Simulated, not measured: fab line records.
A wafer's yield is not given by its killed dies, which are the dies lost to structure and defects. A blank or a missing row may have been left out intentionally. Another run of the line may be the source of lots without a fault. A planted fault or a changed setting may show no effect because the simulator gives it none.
fab line records	flow nandHarc
record lots=7	wafers=19	lastDay=32
route steps=1302 shown A_SLIT@945 A_SIN_REMOVE@947 A_WL_FILL@952 END@1302
lots that met no fault: from a run of the same line without faults
startH: hours from the record's opening day to when the first of the lot's shown wafers began	waitH: how many hours have passed since the lot's step before this one	" identical to the entry in the row above	L1.1+2: a single row standing in for several wafers	- no value present, or no start provided	* or withheld: withheld	< > ~ a bound
route shown NAME@n: NAME is a module with steps in the file, n the number in the route of the first one	usual: the fault-free wafers' mean and standard deviation	same: alike in all rows	chamber/n: place in a boat	sites: per-site readings	_std_site: their standard deviation	_edge_site: the outer-site mean with the inner-site mean subtracted	radiusMm: how far each site lies from the wafer's centre	mask NAME#n: copy n	behind: the most recent tool/chamber to have shaped the wafer	hold: why the lot was held/for how many hours/how that ended	device: the n, p or np transistor that did not switch	end of line: the route-end tests of the same wafers	a step without rows: its recipe alone	killed: not the wafer's yield, but the dies lost to structure and defects at the first sort	map: a wafer's dies, marking killed ones x, the rest . and places with no die _
set.NAME: the setting as run; set.NAME@STEP: as run at that earlier step	model.NAME: the simulator's own value behind a step, which no gauge read
certain route steps with their lots: each step a table, each wafer a row
services: a tool's chamber out of use, with start hour (startH, from the record's first day; less than 0 if before it), hours out, and reason
## steps
# step NHARC_A_SLIT_SRD_20
# step NHARC_A_SLIT_CD_MEAS_21
# usual cdNm=289.2/1.2
lot.wafer	tool	chamber	startH	waitH	cdNm
L698.2	cdSem-01	-	476.38	-	290.0
L698.3	"	-	"	"	288.4
L698.6	"	-	"	"	290.9
L706.2	cdSem-01	-	559.95	-	288.4
L706.3	"	-	"	"	289.8
L706.6	"	-	"	"	288.4
L707.1	cdSem-02	-	580.68	-	288.3
L707.2	"	-	"	"	289.8
L713.1	cdSem-03	-	613.50	-	287.8
L713.5	"	-	"	"	289.1
L713.6	"	-	"	"	288.0
L711.1	cdSem-03	-	617.20	-	288.5
L711.6	"	-	"	"	288.2
L719.2	cdSem-02	-	664.51	-	290.0
L719.4	"	-	"	"	289.1
L719.6	"	-	"	"	289.8
L718.2	cdSem-03	-	668.26	-	287.8
L718.3	"	-	"	"	290.6
L718.5	"	-	"	"	289.5
# step NHARC_A_SIN_REMOVE_WET_00
# recipe tempC=160	timeS=15300	chemistry=H3PO4
# step NHARC_A_SIN_REMOVE_PRECLEAN_01
# recipe timeS=*	tempC=50	bathAgeMin=0	chemistry=SC1
# step NHARC_A_SIN_REMOVE_SRD_02
# step NHARC_A_SIN_REMOVE_INSPECT_04
# usual rawDefectCount=402/93
lot.wafer	tool	chamber	startH	waitH	rawDefectCount
L698.2	defectInspect-01	-	483.00	0.0	449
L698.3	"	-	"	"	390
L698.6	"	-	"	"	447
L706.2	defectInspect-02	-	566.57	0.0	363
L706.3	"	-	"	"	380
L706.6	"	-	"	"	493
L707.1	defectInspect-02	-	587.27	0.0	424
L707.2	"	-	"	"	582
L713.1	defectInspect-01	-	619.94	0.0	860
L713.5	"	-	"	"	488
L713.6	"	-	"	"	430
L711.1	defectInspect-02	-	624.58	0.0	294
L711.6	"	-	"	"	436
L719.2	defectInspect-01	-	671.23	0.0	416
L719.4	"	-	"	"	363
L719.6	"	-	"	"	309
L718.2	defectInspect-02	-	675.94	0.0	286
L718.3	"	-	"	"	354
L718.5	"	-	"	"	359
# step NHARC_A_WL_FILL_ALD_00
# recipe targetThkA=30	pulseTimeS=3	aldCycles=30	tempC=300	material=Al2O3
# usual heaterPowerW=492/38	precursorPulseHeightRel=0.998/0.02
lot.wafer	tool	chamber	startH	waitH	heaterPowerW	precursorPulseHeightRel
L698.3	aldHk-04	3	483.22	0.2	470	1.018
L698.2	"	0	"	"	463	1.016
L698.6	"	3	"	"	478	0.976
L706.2	aldHk-01	1	566.64	0.1	494	1.003
L706.3	"	2	"	"	512	1.013
L706.6	"	1	"	"	490	1.006
L707.2	aldHk-01	3	587.33	0.1	519	0.996
L707.1	"	2	"	"	528	0.986
L713.1	aldHk-03	2	620.08	0.1	494	1.008
L713.5	"	3	"	"	542	0.973
L713.6	"	0	"	"	515	1.000
L711.1	aldHk-04	2	624.67	0.1	453	1.002
L711.6	"	1	"	"	409	0.977
L719.2	aldHk-04	3	671.29	0.1	467	0.991
L719.4	"	0	"	"	511	0.991
L719.6	"	0	"	"	516	0.971
L718.2	aldHk-01	1	676.07	0.1	516	0.958
L718.3	"	2	"	"	494	0.990
L718.5	"	0	"	"	440	1.021
# step NHARC_A_WL_FILL_RTA_01
# recipe tempC=1000	timeS=5
# usual lampPowerPct=28.7/2.6	wafer_temp_C_max=1004.4/1.3
lot.wafer	tool	chamber	startH	waitH	lampPowerPct	wafer_temp_C_max
L698.2	rtpAnneal-02	0	483.51	-	30.7	1002.2
L698.3	"	0	"	"	30.7	1004.1
L698.6	"	0	"	"	30.7	1003.5
L706.2	rtpAnneal-02	0	566.96	-	30.7	1004.9
L706.3	"	0	"	"	30.7	1003.1
L706.6	"	0	"	"	30.8	1004.9
L707.1	rtpAnneal-02	0	587.60	-	30.7	1003.4
L707.2	"	0	"	"	30.8	1003.0
L713.1	rtpAnneal-02	0	620.26	-	30.8	1002.2
L713.5	"	0	"	"	30.8	1003.6
L713.6	"	0	"	"	30.7	1004.3
L711.1	rtpAnneal-02	0	624.91	-	30.7	1004.1
L711.6	"	0	"	"	30.7	1003.8
L719.2	rtpAnneal-01	0	671.58	-	25.4	1006.1
L719.4	"	0	"	"	25.4	1007.0
L719.6	"	0	"	"	25.4	1004.8
L718.2	rtpAnneal-02	0	676.30	-	30.7	1003.2
L718.3	"	0	"	"	30.7	1003.4
L718.5	"	0	"	"	30.6	1004.6
# step NHARC_A_WL_FILL_ALD_02
# recipe targetThkA=20	pulseTimeS=3	aldCycles=100	tempC=450	material=TiN
# usual heaterPowerW=1073/100	precursorPulseHeightRel=0.999/0.021
lot.wafer	tool	chamber	startH	waitH	heaterPowerW	precursorPulseHeightRel
L698.3	aldMetal-01	1	483.77	0.2	1018	1.011
L698.2	"	2	"	"	1469	1.000
L698.6	"	0	"	"	1055	0.995
L706.2	aldMetal-04	1	567.14	0.2	1057	1.020
L706.3	"	2	"	"	1126	0.999
L706.6	"	2	"	"	1139	0.973
L707.2	aldMetal-03	2	587.89	0.2	1062	1.017
L707.1	"	3	"	"	927	0.949
L713.1	aldMetal-03	0	620.58	0.3	1123	1.043
L713.6	"	2	"	"	1022	0.989
L713.5	"	3	"	"	954	0.989
L711.1	aldMetal-03	0	625.18	0.2	1113	1.012
L711.6	"	0	"	"	1113	0.968
L719.2	aldMetal-01	2	671.82	0.2	1473	0.993
L719.4	"	1	"	"	1001	1.017
L719.6	"	3	"	"	1160	0.986
L718.3	aldMetal-03	3	676.53	0.2	950	1.004
L718.2	"	1	"	"	1026	0.999
L718.5	"	2	"	"	1061	0.992
# step NHARC_A_WL_FILL_CVD_03
# recipe targetThkA=400	tempC=300	pressureTorr=40	wf6FlowSccm=40	h2FlowSccm=1600	arFlowSccm=1560	timeS=279	material=W
# usual heaterPowerW=464/92	mfcWf6Sccm=40.01/0.12	throttleValvePct=8.0/0.31
lot.wafer	tool	chamber	startH	waitH	heaterPowerW	mfcWf6Sccm	throttleValvePct
L698.2	cvdW-01	0	484.19	0.1	347	40.17	8.3
L698.3	"	1	"	"	435	40.04	8.6
L698.6	"	0	"	"	345	40.09	8.5
L706.2	cvdW-01	0	567.58	0.1	346	39.89	8.1
L706.3	"	0	"	"	343	40.14	8.2
L706.6	"	0	"	"	341	40.09	7.6
L707.1	cvdW-02	0	588.27	0.1	554	40.11	7.9
L707.2	"	1	"	"	552	39.89	8.2
L713.1	cvdW-01	1	620.99	0.1	421	40.03	8.3
L713.5	"	1	"	"	427	40.14	8.5
L713.6	"	0	"	"	341	39.98	7.9
L711.1	cvdW-01	1	625.69	0.1	421	40.35	8.4
L711.6	"	0	"	"	341	39.69	8.1
L719.2	cvdW-01	0	672.28	0.1	334	40.00	8.1
L719.4	"	1	"	"	429	40.03	8.2
L719.6	"	1	"	"	422	40.12	8.4
L718.2	cvdW-02	0	676.98	0.1	541	40.23	7.5
L718.3	"	0	"	"	547	40.28	7.8
L718.5	"	0	"	"	544	40.07	7.7
# step NHARC_A_WL_FILL_ETCHBACK_04
# recipe targetDepthA=600	timeS=120	chemistry=NF3
# usual drypumpMotorCurrentA=5.8/0.46	oesProductAu=0.995/0.013
lot.wafer	tool	chamber	startH	waitH	drypumpMotorCurrentA	oesProductAu	rfHoursCounterH
L698.2	rieMetal-01	1	484.51	0.3	6.0	0.996	1.5
L698.3	"	0	"	"	5.6	1.011	-
L698.6	"	0	"	"	5.6	1.012	-
L706.2	rieMetal-02	1	567.99	0.4	6.0	0.994	2.0
L706.3	"	1	"	"	6.0	0.984	-
L706.6	"	0	"	"	6.0	0.997	-
L707.2	rieMetal-02	1	588.64	0.3	5.9	0.865	2.7
L707.1	"	0	"	"	6.0	0.871	2.7
L713.1	rieMetal-02	0	621.40	0.4	5.9	0.871	3.0
L713.5	"	1	"	"	5.9	0.971	-
L713.6	"	0	"	"	6.0	0.991	-
L711.1	rieMetal-02	1	626.04	0.3	5.9	0.853	3.2
L711.6	"	1	"	"	5.9	0.969	-
L719.2	rieMetal-03	0	672.65	0.3	4.8	0.999	3.3
L719.4	"	0	"	"	4.8	1.003	-
L719.6	"	1	"	"	6.3	0.981	-
L718.2	rieMetal-01	0	677.37	0.3	5.6	0.989	-
L718.3	"	0	"	"	5.6	0.989	-
L718.5	"	0	"	"	5.6	0.993	-
# step NHARC_A_WL_FILL_ETCHBACK_05
# recipe targetDepthA=220	timeS=60	tempC=40	chemistry=Cl2/BCl3
# usual drypumpMotorCurrentA=5.8/0.46	oesProductAu=0.997/0.013
lot.wafer	tool	chamber	startH	waitH	drypumpMotorCurrentA	oesProductAu	rfHoursCounterH
L698.2	rieMetal-01	0	484.75	0.2	5.6	1.016	1.6
L698.3	"	1	"	"	6.0	1.010	-
L698.6	"	0	"	"	5.6	1.021	-
L706.2	rieMetal-02	0	568.21	0.2	6.0	0.983	2.1
L706.3	"	0	"	"	6.0	0.989	-
L706.6	"	0	"	"	5.9	0.997	-
L707.2	rieMetal-02	1	588.88	0.2	5.9	0.977	2.8
L707.1	"	0	"	"	6.0	0.996	2.8
L713.1	rieMetal-02	1	621.62	0.2	5.9	0.979	3.1
L713.6	"	0	"	"	5.9	0.983	-
L713.5	"	1	"	"	5.9	0.978	-
L711.1	rieMetal-02	0	626.25	0.2	6.0	0.990	3.3
L711.6	"	1	"	"	5.9	0.972	-
L719.2	rieMetal-03	1	672.90	0.2	6.3	0.995	3.5
L719.4	"	0	"	"	4.8	1.011	-
L719.6	"	0	"	"	4.8	1.008	-
L718.2	rieMetal-01	0	677.76	0.3	5.6	0.997	-
L718.3	"	0	"	"	5.6	0.991	-
L718.5	"	0	"	"	5.6	1.001	-
# step NHARC_END_SORT_01
# recipe tempC=25
# usual killedAtArray=56/19	killedAtOther=0.6/1	killedAtPeriphery=3.9/2.7	killedDies=61/19	killedOpen=3.3/1.9	killedShort=2.4/1.7
# same grossDies=677
lot.wafer	tool	chamber	startH	waitH	killedAtArray	killedAtOther	killedAtPeriphery	killedDies	killedOpen	killedShort
L698.2	prober-02	0	581.09	2.8	93	0	0	93	3	0
L698.3	prober-02	0	581.90	3.1	65	3	3	71	3	1
L698.6	prober-02	0	584.35	4.1	83	0	2	85	1	0
L706.2	prober-02	0	667.31	2.8	81	2	1	84	5	0
L706.3	prober-02	0	668.11	3.1	85	1	2	88	2	3
L706.6	prober-02	0	670.50	4.0	82	1	2	85	3	3
L707.1	prober-01	0	683.21	2.5	28	0	8	36	3	0
L707.2	prober-01	0	684.00	2.8	38	0	4	42	2	0
L713.1	prober-01	0	717.22	4.4	26	6	1	33	2	2
L713.5	prober-01	0	720.42	5.6	33	2	2	37	8	5
L713.6	prober-01	0	721.22	5.9	21	0	1	22	6	1
L711.1	prober-02	0	724.80	2.5	41	1	2	44	3	0
L711.6	prober-02	0	728.79	4.0	61	1	3	65	3	2
L719.2	prober-02	0	773.64	2.8	61	0	7	68	5	2
L719.4	prober-02	0	775.25	3.4	74	1	3	78	0	1
L719.6	prober-02	0	776.87	4.0	81	1	3	85	4	2
# killed by level:class
L698.2 A_CHANNEL_HOLE_D2:chamberFilmFlake=36 A_CHANNEL_HOLE_D1:chamberFilmFlake=31 A_SLIT:chamberFilmFlake=13 A_CONTACT:chamberFilmFlake=5 A_STAIRCASE:chamberFilmFlake=3 A_ONON_D1:geometricParticle:open=1 A_ONON_D2:geometricParticle:open=1 A_WL_FILL:geometricParticle:open=1
L698.3 A_CHANNEL_HOLE_D2:chamberFilmFlake=26 A_CHANNEL_HOLE_D1:chamberFilmFlake=17 A_SLIT:chamberFilmFlake=14 A_STAIRCASE:chamberFilmFlake=3 THIN_TSV:chamberFilmFlake=3 P_M0:geometricParticle:open=2 A_WL_FILL:chamberFilmFlake=2 A_CHANNEL_HOLE_D1:geometricParticle:open=1
L698.6 A_CHANNEL_HOLE_D2:chamberFilmFlake=31 A_CHANNEL_HOLE_D1:chamberFilmFlake=22 A_SLIT:chamberFilmFlake=15 A_STAIRCASE:chamberFilmFlake=5 A_CONTACT:chamberFilmFlake=5 A_WL_FILL:chamberFilmFlake=2 P_M0:geometricParticle:open=1 P_ZERO_WELL:chamberFilmFlake=1
L706.2 A_SLIT:chamberFilmFlake=35 A_CHANNEL_HOLE_D1:chamberFilmFlake=27 A_CHANNEL_HOLE_D2:chamberFilmFlake=11 THIN_TSV:chamberFilmFlake=2 A_CONTACT:chamberFilmFlake=2 A_SOURCE_PLATE:geometricParticle:open=1 A_ONON_D1:geometricParticle:open=1 A_DECK1_JOINT:geometricParticle:open=1
L706.3 A_SLIT:chamberFilmFlake=33 A_CHANNEL_HOLE_D1:chamberFilmFlake=28 A_CHANNEL_HOLE_D2:chamberFilmFlake=11 A_STAIRCASE:chamberFilmFlake=3 P_GATE:chamberFilmFlake=2 A_CONTACT:chamberFilmFlake=2 A_M1:chamberFilmFlake=2 A_SOURCE_PLATE:geometricParticle:open=1
L706.6 A_CHANNEL_HOLE_D1:chamberFilmFlake=33 A_SLIT:chamberFilmFlake=32 A_CHANNEL_HOLE_D2:chamberFilmFlake=8 A_CONTACT:chamberFilmFlake=2 A_CHANNEL_HOLE_D1:geometricParticle:short=1 A_CHANNEL_HOLE_D2:geometricParticle:open=1 A_SGD_CUT:geometricParticle:open=1 A_WL_FILL:geometricParticle:short=1
L707.1 A_SLIT:chamberFilmFlake=19 P_STI:chamberFilmFlake=3 P_GATE:chamberFilmFlake=3 A_CHANNEL_HOLE_D1:chamberFilmFlake=3 A_STAIRCASE:chamberFilmFlake=3 A_CONTACT:chamberFilmFlake=2 P_CONTACT:geometricParticle:open=1 P_M2:geometricParticle:open=1
L707.2 A_SLIT:chamberFilmFlake=30 A_CHANNEL_HOLE_D1:chamberFilmFlake=6 P_GATE:chamberFilmFlake=2 P_CONTACT:geometricParticle:open=1 A_CHANNEL_FILL_D2:geometricParticle:open=1 P_ZERO_WELL:chamberFilmFlake=1 A_STAIRCASE:chamberFilmFlake=1
L713.1 A_CHANNEL_HOLE_D1:chamberFilmFlake=11 A_CONTACT:chamberFilmFlake=7 THIN_TSV:chamberFilmFlake=5 A_STAIRCASE:chamberFilmFlake=2 A_SLIT:chamberFilmFlake=2 A_ONON_D1:geometricParticle:short=1 A_ONON_D2:geometricParticle:open=1 A_CHANNEL_HOLE_D2:geometricParticle:short=1
L713.5 A_CHANNEL_HOLE_D1:chamberFilmFlake=11 A_SLIT:chamberFilmFlake=4 A_CONTACT:chamberFilmFlake=4 A_ONON_D1:geometricParticle:open=3 A_ONON_D1:geometricParticle:short=2 A_CHANNEL_FILL_D1:geometricParticle:short=2 A_CHANNEL_FILL_D1:geometricParticle:open=2 A_STAIRCASE:chamberFilmFlake=2
L713.6 A_CHANNEL_HOLE_D1:chamberFilmFlake=10 A_M0:geometricParticle:open=2 A_SLIT:chamberFilmFlake=2 P_M0:geometricParticle:open=1 A_ONON_D1:geometricParticle:short=1 A_CHANNEL_FILL_D1:geometricParticle:open=1 A_DECK1_JOINT:geometricParticle:open=1 A_ONON_D2:geometricParticle:open=1
L711.1 A_SLIT:chamberFilmFlake=16 A_CHANNEL_HOLE_D2:chamberFilmFlake=9 A_CHANNEL_HOLE_D1:chamberFilmFlake=7 A_STAIRCASE:chamberFilmFlake=3 P_M0:geometricParticle:open=1 A_CHANNEL_FILL_D1:geometricParticle:open=1 A_CHANNEL_HOLE_D2:geometricParticle:open=1 P_M1:chamberFilmFlake=1
L711.6 A_SLIT:chamberFilmFlake=22 A_CHANNEL_HOLE_D2:chamberFilmFlake=19 A_CHANNEL_HOLE_D1:chamberFilmFlake=11 A_DECK1_JOINT:chamberFilmFlake=2 A_STAIRCASE:chamberFilmFlake=2 A_CONTACT:chamberFilmFlake=2 P_GATE:geometricParticle:open=1 P_CONTACT:geometricParticle:open=1
L719.2 A_CHANNEL_HOLE_D2:chamberFilmFlake=24 A_CONTACT:chamberFilmFlake=11 A_CHANNEL_HOLE_D1:chamberFilmFlake=11 A_ZERO_WELL:chamberFilmFlake=5 P_ZERO_WELL:chamberFilmFlake=4 A_STAIRCASE:chamberFilmFlake=2 P_STI:geometricParticle:short=1 P_CONTACT:geometricParticle:open=1
L719.4 A_CHANNEL_HOLE_D2:chamberFilmFlake=33 A_CHANNEL_HOLE_D1:chamberFilmFlake=17 A_CONTACT:chamberFilmFlake=11 A_SLIT:chamberFilmFlake=5 A_STAIRCASE:chamberFilmFlake=4 P_ZERO_WELL:chamberFilmFlake=2 A_CHANNEL_FILL_D1:chamberFilmFlake=2 A_WL_FILL:geometricParticle:short=1
L719.6 A_CHANNEL_HOLE_D2:chamberFilmFlake=32 A_CHANNEL_HOLE_D1:chamberFilmFlake=16 A_CONTACT:chamberFilmFlake=13 A_SLIT:chamberFilmFlake=8 A_ZERO_WELL:chamberFilmFlake=4 A_WL_FILL:geometricParticle:open=2 P_ZERO_WELL:chamberFilmFlake=2 A_CHANNEL_FILL_D1:chamberFilmFlake=2
## services
tool	chamber	startH	hours	kind
aldHk-01	-	475.46	10.0	pm
aldMetal-03	2	486.42	19.9	repair
aldMetal-03	2	506.36	24.1	repair
rieMetal-03	-	519.00	9.0	pm
aldMetal-03	1	521.10	54.2	repair
aldMetal-01	-	526.00	10.0	pm
cvdW-01	-	547.00	13.0	pm
aldMetal-03	-	568.00	10.0	pm
rieMetal-01	-	575.00	9.0	pm
aldMetal-01	2	595.33	40.1	repair
rieMetal-01	1	600.90	152.8	repair
aldHk-01	-	610.02	1.2	repair
aldHk-04	-	611.54	10.0	pm
aldMetal-03	-	613.65	6.3	repair
rieMetal-03	1	616.77	2.0	repair
rieMetal-01	0	625.12	21.3	repair
cvdW-02	-	631.00	13.0	pm
rieMetal-02	-	631.00	9.0	pm
aldMetal-03	1	641.34	5.6	repair
rieMetal-03	-	646.21	0.4	repair
aldMetal-03	3	650.33	3.8	repair
rieMetal-02	-	652.64	31.6	repair
cvdW-01	-	662.00	1.0	repair
aldMetal-01	0	669.73	14.4	repair
## key
firstSign step=NHARC_A_WL_FILL_ETCHBACK_04	reading=oesProductAu	direction=down	sigmas=9.9	usual=0.995	struck=0.865
effect none on later readings
metAt NHARC_A_WL_FILL_ETCHBACK_04
struckWafers L707.1,L707.2,L711.1,L713.1
testerLeftOut L707,L711,L713
onsetBetween 567.99 588.64
fault kind=processParameterDrift	tool=rieMetal-02	chamber=-	onsetH=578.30	steps=NHARC_A_WL_FILL_ETCHBACK_04	channel=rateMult	offset=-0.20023	shape=step	endH=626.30	scope=struckWafersOnly
# testerLeftOut: of these lots the tester's yield and bins aren't shown, on N5 and GAA mostly nor the transistor test; their killed dies are dies lost to structure and defects alone, not to doping, threshold or leakage, so they don't give the yield
